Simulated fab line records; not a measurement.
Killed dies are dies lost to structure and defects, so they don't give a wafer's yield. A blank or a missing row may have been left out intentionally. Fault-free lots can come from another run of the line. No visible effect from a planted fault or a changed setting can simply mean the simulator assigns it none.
Which tool is to blame? / flow nandHarc / 38 wafers from 13 lots sampled at 2 of the route's 1302 steps

## WHAT THE GAUGES SHOWED, per wafer
NHARC_A_SLIT_CD_MEAS_09 targets a cd of 300 nm.
lot=L397; measured=day 19 17:09; on=cdSem-02; cdNm (nm)=300.9 301.2 300.2
lot=L401; measured=day 20 19:01; on=cdSem-03; cdNm (nm)=299.3 299.8 300.3
lot=L400; measured=day 20 22:47; on=cdSem-03; cdNm (nm)=299.7 300.1 299.8
lot=L402; measured=day 20 23:20; on=cdSem-03; cdNm (nm)=299.6 300.3 300.5
lot=L404; measured=day 21 15:23; on=cdSem-03; cdNm (nm)=300.3 300.5 299.6
lot=L403; measured=day 21 16:52; on=cdSem-01; cdNm (nm)=300.2 300.4 300.4
lot=L405; measured=day 23 00:28; on=cdSem-01; cdNm (nm)=299.7 300.0 301.0
lot=L407; measured=day 23 21:15; on=cdSem-01; cdNm (nm)=300.7 301.0 300.1
lot=L409; measured=day 24 20:16; on=cdSem-03; cdNm (nm)=299.3 299.5 300.3
lot=L411; measured=day 25 18:12; on=cdSem-01; cdNm (nm)=300.8 299.7
lot=L412; measured=day 25 18:20; on=cdSem-03; cdNm (nm)=300.1 299.9 300.4
lot=L419; measured=day 28 18:28; on=cdSem-03; cdNm (nm)=300.0 300.2 301.0
lot=L420; measured=day 29 19:07; on=cdSem-03; cdNm (nm)=300.6 300.2 299.8

NHARC_A_SLIT_INSPECT_11.
lot=L397; measured=day 19 17:16; on=defectInspect-02; rawDefectCount=123 122 111
lot=L401; measured=day 20 19:08; on=defectInspect-01; rawDefectCount=73 81 86
lot=L400; measured=day 20 22:55; on=defectInspect-02; rawDefectCount=25 20 22
lot=L402; measured=day 20 23:28; on=defectInspect-01; rawDefectCount=59 77 67
lot=L404; measured=day 21 15:31; on=defectInspect-02; rawDefectCount=80 85 82
lot=L403; measured=day 21 16:59; on=defectInspect-02; rawDefectCount=67 72 66
lot=L405; measured=day 23 00:35; on=defectInspect-01; rawDefectCount=65 47 70
lot=L407; measured=day 23 21:22; on=defectInspect-02; rawDefectCount=17 15 17
lot=L409; measured=day 24 20:23; on=defectInspect-01; rawDefectCount=23 27 16
lot=L411; measured=day 25 18:19; on=defectInspect-01; rawDefectCount=97 104
lot=L412; measured=day 25 18:28; on=defectInspect-02; rawDefectCount=15 25 21
lot=L419; measured=day 28 18:36; on=defectInspect-02; rawDefectCount=51 42 56
lot=L420; measured=day 29 19:14; on=defectInspect-01; rawDefectCount=80 72 68

## WHICH TOOL RAN EACH LOT (tool, then ch and the chambers of the sampled wafers, then the start)
The record holds no process step before these readings.

## AS READ BY THE TOOLS THEMSELVES (means over the sampled wafers that have a number; for cases with no such wafer, the mark the record gives instead)
The record holds no such reading with a usual standard deviation.

## THE ANSWER, worked out from the rows above alone
Rule: what is usual is taken from the lots themselves. Put in order of their means at a reading, lots are off if they are a third of the lots or fewer, leave a main group of 4 or more, and stand apart from it by a gap of 3 or more times the standard deviation of the main group's means; of several such gaps the widest counts. Not used: any main group whose means are identical at the precision the tables above print for the reading. A lot without any number at a reading at which 4 lots or more have one is off too. All remaining lots with rows at the step are treated as sound. The gauges are gone through in route order, then the tools' own readings, and for those a lot's mean is taken as printed above. At the first step where some lot is off, the reading lying furthest off is the one used; lots without a number count as furthest.
None of the lots is off at any reading shown; this tells nothing.

## WHAT THE SIMULATOR HAD INSERTED
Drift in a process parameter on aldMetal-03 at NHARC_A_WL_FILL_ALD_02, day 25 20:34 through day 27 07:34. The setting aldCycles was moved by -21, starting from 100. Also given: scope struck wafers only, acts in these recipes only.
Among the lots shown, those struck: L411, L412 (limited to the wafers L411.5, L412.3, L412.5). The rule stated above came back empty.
